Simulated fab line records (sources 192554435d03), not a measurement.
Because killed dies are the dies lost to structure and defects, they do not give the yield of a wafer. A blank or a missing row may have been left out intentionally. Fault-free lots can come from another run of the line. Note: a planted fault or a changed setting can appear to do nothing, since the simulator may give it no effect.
Which tool is to blame? / flow n5-finfet / Sampling: 12 lots, 36 wafers, 2 of 1938 route steps

## WHAT EACH GAUGE READ, for each wafer
N5_BEOL_M5_OCD_MEAS_38.
lot=L075; measured=day 8 05:06; on=ocd-01; trench-depth-nm (nm)=70.9 71.1 72.3
lot=L077; measured=day 8 16:47; on=ocd-02; trench-depth-nm (nm)=71.1 72.2 70.3
lot=L079; measured=day 9 05:54; on=ocd-01; trench-depth-nm (nm)=73.4 74.2 72.2
lot=L081; measured=day 9 21:54; on=ocd-02; trench-depth-nm (nm)=74.0 73.0 74.2
lot=L083; measured=day 10 06:59; on=ocd-02; trench-depth-nm (nm)=74.5 71.3 71.1
lot=L085; measured=day 11 01:40; on=ocd-01; trench-depth-nm (nm)=72.2 70.9 70.7
lot=L087; measured=day 11 07:24; on=ocd-01; trench-depth-nm (nm)=71.1 70.7 70.9
lot=L088; measured=day 12 02:19; on=ocd-02; trench-depth-nm (nm)=70.1 70.6 71.9
lot=L093; measured=day 12 18:53; on=ocd-02; trench-depth-nm (nm)=71.9 71.6 71.0
lot=L092; measured=day 12 22:29; on=ocd-02; trench-depth-nm (nm)=70.5 73.8 70.5
lot=L095; measured=day 13 04:25; on=ocd-01; trench-depth-nm (nm)=74.0 72.2 72.6
lot=L097; measured=day 14 12:30; on=ocd-01; trench-depth-nm (nm)=71.1 71.0 74.2

## WHICH TOOL RAN EACH LOT (tool, then ch and the chambers of the sampled wafers, then the start)
lot=L075; N5_BEOL_M5_DESCUM_16=rie-diel-04 ch 0,1,3, day 8 03:32
lot=L077; N5_BEOL_M5_DESCUM_16=rie-diel-03 ch 2,3, day 8 15:31
lot=L079; N5_BEOL_M5_DESCUM_16=rie-diel-04 ch 0,1,3, day 9 04:37
lot=L081; N5_BEOL_M5_DESCUM_16=rie-diel-02 ch 0,1,2, day 9 20:08
lot=L083; N5_BEOL_M5_DESCUM_16=rie-diel-03 ch 0,1,2, day 10 05:40
lot=L085; N5_BEOL_M5_DESCUM_16=rie-diel-02 ch 0,1,2, day 11 00:22
lot=L087; N5_BEOL_M5_DESCUM_16=rie-diel-04 ch 1,2,3, day 11 04:32
lot=L088; N5_BEOL_M5_DESCUM_16=rie-diel-02 ch 0,1, day 11 23:14
lot=L093; N5_BEOL_M5_DESCUM_16=rie-diel-04 ch 1,2,3, day 12 16:36
lot=L092; N5_BEOL_M5_DESCUM_16=rie-diel-04 ch 1,2,3, day 12 20:40
lot=L095; N5_BEOL_M5_DESCUM_16=rie-diel-02 ch 0,1,2, day 13 02:33
lot=L097; N5_BEOL_M5_DESCUM_16=rie-diel-03 ch 1,2, day 14 10:59
- N5_BEOL_M5_DESCUM_16: chemistry O2, time 7 s.

## THE ANSWER, worked out from the rows above alone
Rule: the lots themselves supply what counts as usual. Put in order of their means at a reading, lots are off if they are a third of the lots or fewer, leave a main group of 4 or more, and stand apart from it by a gap of 3 or more times the standard deviation of the main group's means; of several such gaps the widest counts. If all means in a main group match to the digits the tables above print for the reading, that group is not used. A lot without any number at a reading at which 4 lots or more have one is off too. The other lots that the step has rows for count as sound.
No lot is off at any reading shown: from this, nothing can be told.

## WHAT THE SIMULATOR HAD INSERTED
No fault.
